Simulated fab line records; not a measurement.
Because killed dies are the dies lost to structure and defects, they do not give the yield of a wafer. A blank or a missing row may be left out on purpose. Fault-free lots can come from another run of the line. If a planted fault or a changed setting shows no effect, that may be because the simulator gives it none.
The tool behind it: which one? ; flow n5_finfet ; 14 lots, 42 wafers sampled, at 7 steps of a route of 1938

## WHAT THE GAUGES READ, wafer by wafer
N5_BEOL_M2_INSPECT_59: inspects for defects (darkfield).
lot;measured;on;raw_defect_count
L997;day 6 23:14;defect_inspect-01;103 75 92
L999;day 7 11:17;defect_inspect-02;71 54 65
L101;day 8 00:09;defect_inspect-02;36 36 59
L102;day 8 03:58;defect_inspect-01;56 62 22
L107;day 9 06:38;defect_inspect-01;40 64 60
L117;day 12 02:32;defect_inspect-02;32 35 45
L112;day 12 04:22;defect_inspect-01;57 43 63
L113;day 12 04:47;defect_inspect-01;53 79 58
L115;day 12 06:29;defect_inspect-02;125 51 81
L114;day 12 09:05;defect_inspect-01;55 104 80
L116;day 12 15:10;defect_inspect-01;53 59 61
L119;day 12 19:00;defect_inspect-02;60 131 56
L109;day 13 02:43;defect_inspect-02;45 47 44
L120;day 13 12:09;defect_inspect-02;72 63 68

N5_BEOL_M3_CD_MEAS_18: pitch 36 nm, target cd 18 nm.
lot;measured;on;cd_nm (nm)
L997;day 7 01:33;cd_sem-01;17.8 18.3 18.0
L999;day 7 13:08;cd_sem-01;17.8 17.3 18.2
L101;day 8 02:16;cd_sem-01;- - -
L102;day 8 06:03;cd_sem-01;- - -
L107;day 9 09:58;cd_sem-01;18.3 18.6 18.9
L117;day 12 04:27;cd_sem-03;18.3 18.3 18.0
L112;day 12 07:19;cd_sem-01;19.2 18.8 18.0
L113;day 12 07:29;cd_sem-01;17.7 17.8 18.0
L115;day 12 09:15;cd_sem-02;17.9 18.1 18.5
L114;day 12 12:19;cd_sem-02;18.2 18.2 18.1
L116;day 12 17:10;cd_sem-03;18.0 18.0 17.6
L119;day 12 20:56;cd_sem-01;18.5 17.9 18.2
L109;day 13 07:21;cd_sem-01;18.1 18.4 17.8
L120;day 13 14:43;cd_sem-03;18.0 18.4 18.6

N5_BEOL_M4_RC_MEAS_101.
lot;measured;on;DIBL_N (mV/V);DIBL_P (mV/V);IOFF_N (nA/um);IOFF_P (nA/um);ION_N (uA/um);ION_P (uA/um);SS_N (mV/dec);SS_P (mV/dec);VT_N (mV);VT_P (mV)
L997;day 7 18:26;prober-02;37.9 38.2 37.5;38.3 39.7 38.2;0.19 0.21 0.19;0.27 0.31 0.27;683 705 688;472 484 470;71.8 71.7 71.7;74.1 74.4 74.0;247 245 245;-245 -244 -246
L999;day 8 06:11;prober-01;33.5 37.7 34.6;31.3 36.1 32.5;0.11 0.17 0.13;0.14 0.20 0.15;649 662 664;443 455 452;70.3 72.0 71.9;72.5 73.5 72.4;254 253 253;-258 -252 -256
L107;day 9 22:16;prober-01;35.1 34.2 34.3;35.4 34.7 32.9;0.14 0.13 0.11;0.20 0.19 0.15;681 668 656;474 459 449;71.3 71.3 71.3;72.9 73.1 72.6;250 254 259;-250 -251 -254
L117;day 13 01:41;prober-01;35.2 35.7 37.2;36.5 36.8 39.7;0.14 0.16 0.19;0.17 0.18 0.22;678 681 698;458 457 471;70.4 71.7 72.5;72.9 73.2 73.5;248 248 246;-257 -254 -250
L112;day 13 14:40;prober-01;33.1 37.4 33.9;32.6 37.9 34.1;0.11 0.17 0.12;0.14 0.21 0.15;665 680 664;450 470 453;69.9 71.8 70.9;72.3 73.6 72.7;255 253 254;-255 -252 -255
L113;day 13 07:18;prober-02;39.3 36.0 36.2;40.2 35.6 36.0;0.22 0.15 0.15;0.29 0.19 0.20;696 694 686;484 475 472;72.3 70.8 71.5;74.4 73.4 73.3;246 249 249;-245 -251 -252
L115;day 13 19:43;prober-02;37.5 39.9 40.5;35.8 38.6 39.5;0.16 0.21 0.24;0.21 0.25 0.27;694 683 715;471 462 481;71.5 72.6 72.2;74.1 74.0 74.0;249 245 244;-249 -247 -245
L114;day 14 01:24;prober-01;38.9 36.9 37.8;37.9 34.5 36.4;0.18 0.15 0.15;0.24 0.19 0.22;673 673 648;462 456 451;71.4 71.2 72.2;74.0 73.6 74.2;248 249 253;-249 -252 -252
L116;day 14 09:01;prober-01;36.4 36.8 36.2;36.4 38.3 37.6;0.18 0.19 0.18;0.21 0.24 0.25;668 685 681;460 466 469;72.1 71.9 71.6;73.0 74.0 74.3;249 247 246;-249 -248 -246
L119;day 14 12:35;prober-02;35.8 34.3 36.3;36.4 34.6 36.0;0.15 0.13 0.15;0.23 0.19 0.21;676 673 676;469 465 465;72.4 71.7 72.0;73.1 72.1 72.5;251 253 251;-249 -250 -249
L109;day 14 14:58;prober-01;36.0 35.6 36.2;36.1 35.3 35.1;0.17 0.16 0.17;0.25 0.23 0.22;686 681 678;473 468 467;71.2 71.7 71.7;72.8 72.9 73.2;246 247 247;-243 -249 -248
L120;day 15 04:40;prober-01;36.2 36.5 36.9;36.7 36.7 37.3;0.15 0.15 0.16;0.21 0.21 0.21;668 668 665;460 458 457;71.1 70.7 71.4;73.1 73.2 74.1;250 251 251;-249 -248 -250

## WHAT TOOL EACH LOT RAN ON (gives the tool, then ch and the chambers of the sampled wafers, and finally the start)
lot;N5_BEOL_M2_ANNEAL_87;N5_BEOL_M2_ANNEAL_93;N5_BEOL_M3_HM_DEP_02;N5_BEOL_M3_HM_OPEN_17
L997;pvd_sputter-02, day 6 21:02;pvd_sputter-02, day 6 21:46;pvd_sputter-02, day 7 00:26;rie_metal-02 ch 0,1, day 7 01:22
L999;pvd_sputter-01, day 7 09:02;pvd_sputter-01, day 7 09:45;pvd_sputter-03, day 7 12:03;rie_metal-03 ch 0,1, day 7 12:59
L101;pvd_sputter-01, day 7 22:02;pvd_sputter-01, day 7 22:42;pvd_sputter-01, day 8 00:38;rie_metal-03 ch 0,1, day 8 02:05
L102;pvd_sputter-01, day 8 01:52;pvd_sputter-01, day 8 02:32;pvd_sputter-03, day 8 04:52;rie_metal-03 ch 0,1, day 8 05:52
L107;pvd_sputter-02, day 9 04:20;pvd_sputter-02, day 9 04:59;pvd_sputter-03, day 9 08:37;rie_metal-01 ch 0,1, day 9 09:35
L117;pvd_sputter-02, day 12 00:26;pvd_sputter-02, day 12 01:05;pvd_sputter-02, day 12 03:22;rie_metal-03 ch 0,1, day 12 04:17
L112;pvd_sputter-02, day 12 02:16;pvd_sputter-02, day 12 02:56;pvd_sputter-02, day 12 06:15;rie_metal-03 ch 0,1, day 12 07:10
L113;pvd_sputter-01, day 12 02:41;pvd_sputter-01, day 12 03:21;pvd_sputter-02, day 12 06:23;rie_metal-02 ch 0, day 12 07:18
L115;pvd_sputter-02, day 12 04:23;pvd_sputter-02, day 12 05:03;pvd_sputter-03, day 12 08:11;rie_metal-03 ch 0,1, day 12 09:04
L114;pvd_sputter-03, day 12 06:59;pvd_sputter-03, day 12 07:39;pvd_sputter-03, day 12 11:15;rie_metal-03 ch 0,1, day 12 12:08
L116;pvd_sputter-02, day 12 13:03;pvd_sputter-02, day 12 13:43;pvd_sputter-03, day 12 16:14;rie_metal-01 ch 0,1, day 12 16:59
L119;pvd_sputter-01, day 12 16:55;pvd_sputter-01, day 12 17:34;pvd_sputter-02, day 12 19:59;rie_metal-03 ch 0,1, day 12 20:45
L109;pvd_sputter-02, day 13 00:37;pvd_sputter-02, day 13 01:17;pvd_sputter-03, day 13 06:17;rie_metal-01 ch 0,1, day 13 07:11
L120;pvd_sputter-02, day 13 10:03;pvd_sputter-02, day 13 10:43;pvd_sputter-01, day 13 13:40;rie_metal-01 ch 0,1, day 13 14:32
- N5_BEOL_M2_ANNEAL_87: time 240 s.
- N5_BEOL_M2_ANNEAL_93: time 240 s.
- N5_BEOL_M3_HM_DEP_02: deposits TiN, target thk 20 nm.
- N5_BEOL_M3_HM_OPEN_17: chemistry Cl2/BCl3, target TiN, target depth 20 nm, overetch 6 nm.

## AS READ BY THE TOOLS THEMSELVES (means over the sampled wafers that have a number; for cases with no such wafer, the mark the record gives instead)
N5_BEOL_M2_ANNEAL_87.
lot;tool;heater_power_w (W)
L997;pvd_sputter-02;788
L999;pvd_sputter-01;803
L101;pvd_sputter-01;795
L102;pvd_sputter-01;838
L107;pvd_sputter-02;824
L117;pvd_sputter-02;803
L112;pvd_sputter-02;836
L113;pvd_sputter-01;802
L115;pvd_sputter-02;803
L114;pvd_sputter-03;860
L116;pvd_sputter-02;806
L119;pvd_sputter-01;793
L109;pvd_sputter-02;796
L120;pvd_sputter-02;823

N5_BEOL_M2_ANNEAL_93.
lot;tool;heater_power_w (W)
L997;pvd_sputter-02;798
L999;pvd_sputter-01;791
L101;pvd_sputter-01;807
L102;pvd_sputter-01;840
L107;pvd_sputter-02;822
L117;pvd_sputter-02;789
L112;pvd_sputter-02;827
L113;pvd_sputter-01;794
L115;pvd_sputter-02;813
L114;pvd_sputter-03;857
L116;pvd_sputter-02;801
L119;pvd_sputter-01;798
L109;pvd_sputter-02;802
L120;pvd_sputter-02;809

N5_BEOL_M3_HM_DEP_02.
lot;tool;chamber_pressure_pa (Pa);substrate_temp_c (C);throttle_valve_pct (%)
L997;pvd_sputter-02;0.4989;25.08;28.9
L999;pvd_sputter-03;0.4988;24.96;30.2
L101;pvd_sputter-01;-;-;-
L102;pvd_sputter-03;-;-;-
L107;pvd_sputter-03;0.5004;24.92;29.2
L117;pvd_sputter-02;0.5001;25.01;28.6
L112;pvd_sputter-02;0.5007;24.99;29.6
L113;pvd_sputter-02;0.4998;25.08;28.6
L115;pvd_sputter-03;0.4985;25.06;28.7
L114;pvd_sputter-03;0.5007;24.93;29.5
L116;pvd_sputter-03;0.5007;25.09;30.6
L119;pvd_sputter-02;0.4997;25.15;28.9
L109;pvd_sputter-03;0.5009;24.99;29.6
L120;pvd_sputter-01;0.5006;25.05;30.6

N5_BEOL_M3_HM_OPEN_17.
lot;tool;bias_w (W);drypump_motor_current_A (A);oes_product_au (a.u.);throttle_valve_pct (%)
L997;rie_metal-02;125.9;5.7;0.74;21.90
L999;rie_metal-03;125.8;6.0;0.68;22.18
L101;rie_metal-03;126.2;6.0;0.29;22.84
L102;rie_metal-03;125.4;6.1;0.26;22.91
L107;rie_metal-01;125.7;5.6;0.58;22.41
L117;rie_metal-03;126.1;6.1;0.77;22.07
L112;rie_metal-03;126.5;6.0;0.77;22.06
L113;rie_metal-02;125.8;5.9;0.65;21.69
L115;rie_metal-03;125.7;6.1;0.78;22.05
L114;rie_metal-03;125.9;6.1;0.77;22.05
L116;rie_metal-01;126.0;5.6;0.74;22.21
L119;rie_metal-03;126.3;6.0;0.72;22.13
L109;rie_metal-01;126.4;5.6;0.74;22.22
L120;rie_metal-01;126.2;5.6;0.74;22.22

## THE ANSWER, worked out from the rows above alone
Rule: the usual values come from the lots themselves. Put in order of their means at a reading, lots are off if they are a third of the lots or fewer, leave a main group of 4 or more, and stand apart from it by a gap of 3 or more times the standard deviation of the main group's means; of several such gaps the widest counts. Not used: any main group whose means are identical at the precision the tables above print for the reading. A lot without any number at a reading at which 4 lots or more have one is off too. The other lots that the step has rows for count as sound. The gauges are gone through in route order, then the tools' own readings, and for those a lot's mean is taken as printed above. The first step at which some lot is off is used, and at that step the reading that is off furthest; a lot without a number counts as furthest.
Off: L101, L102 (N5_BEOL_M3_CD_MEAS_18, cd_nm). Without a number there: L101, L102. Mean 18.2 nm and standard deviation 0.27 in the main group.
If a tool, at a process step before that reading, ran all the lots that are off and no sound lot after the first of them, it fits. Not tried: the gauges at N5_BEOL_M3_CD_MEAS_18; whatever is off there is also off at N5_BEOL_M3_HM_DEP_02, on other tools, and gauge error can't account for it. Of those tried, none fits.

## WHAT THE SIMULATOR HAD PUT IN
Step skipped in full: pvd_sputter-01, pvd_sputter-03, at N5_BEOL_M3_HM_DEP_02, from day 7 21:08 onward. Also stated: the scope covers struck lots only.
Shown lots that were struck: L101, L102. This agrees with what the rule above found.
